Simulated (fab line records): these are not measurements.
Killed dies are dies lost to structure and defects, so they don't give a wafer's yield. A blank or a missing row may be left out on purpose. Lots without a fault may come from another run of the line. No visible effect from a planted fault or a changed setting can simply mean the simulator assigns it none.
Struck lot and sound lot, side by side | flow nand_harc | 11 out of 1159 route steps
Sound: wafers L756.2, L756.5, L756.6. Wafers L766.1, L766.4 were the ones struck. The cause is named last.
Order at every step that has rows: each side's tool, ch and its chambers, its first start. Under that, the readings that differ: sound wafers | struck wafers | difference of the means | sigmas: that difference in standard deviations of wafers without a fault.
alike: a reading whose means differ by less than 2 such deviations, as well as words and numbers matching on both sides. not compared: withheld readings; readings where some wafer has no value; bounds like >300 that might hide an equal value; numbers whose values overlap and for which the record gives no deviation.
A row with sigmas, a row that says differs or no value, or rows on one side alone: a step with any of these is where the two part. Numbers that don't overlap but have no deviation are shown without sigmas and don't part them. Lack of a reading on every wafer of one side parts them only where that side has two or more wafers.

NHARC_P_START_INSPECT_01:
  sound on defect_inspect-02, day 3 12:02; struck on defect_inspect-01, day 6 00:02
  alike: raw_defect_count
then, 7 steps without rows for these wafers: NHARC_P_ZERO_WELL_PRECLEAN_00 (cleans in SPM, time 600 s); NHARC_P_ZERO_WELL_SRD_01; NHARC_P_ZERO_WELL_PECVD_02 (deposits SiO2, target thk 10 nm); NHARC_P_ZERO_WELL_DEHYDRATE_03 (time 120 s); NHARC_P_ZERO_WELL_HMDS_04 (time 30 s); NHARC_P_ZERO_WELL_COAT_64 (time 65 s); NHARC_P_ZERO_WELL_COAT_05 (resist thk 600 nm).
NHARC_P_ZERO_WELL_SOFTBAKE_06: time 70 s.
  sound on litho_track-07 ch 0, day 3 12:00; struck on litho_track-02 ch 0, day 6 00:00
  reading                  | sound             | struck      | difference | sigmas
  heater_power_total_W (W) | 202.5 199.1 201.5 | 225.9 222.7 | +23.3      | +18
  alike: exhaust_pa
following that, these wafers have no rows for 1 step: NHARC_P_ZERO_WELL_EBR_07.
-- the record jumps here: 19 days lie between the struck wafers' starts before and after (it left off in module P_ZERO_WELL and takes up again in module END, whose first step shown is number 1159 of the route) --
NHARC_END_SORT_01:
  sound on prober-02 ch 0, day 21 17:34; struck on prober-01 ch 0, day 24 17:32
  reading     | sound    | struck | difference | sigmas
  killed_dies | 37 36 36 | 17 18  | -19        | -2
  alike: killed_at_array, killed_at_other, killed_at_periphery, killed_open, killed_short

== WHERE THEY PART ==
Earliest at NHARC_P_ZERO_WELL_SOFTBAKE_06; latest, in this record, at NHARC_END_SORT_01.

WHY: the cause the simulator had injected
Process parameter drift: litho_track-02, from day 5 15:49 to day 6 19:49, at NHARC_P_ZERO_WELL_SOFTBAKE_06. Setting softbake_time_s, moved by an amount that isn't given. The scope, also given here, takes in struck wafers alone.
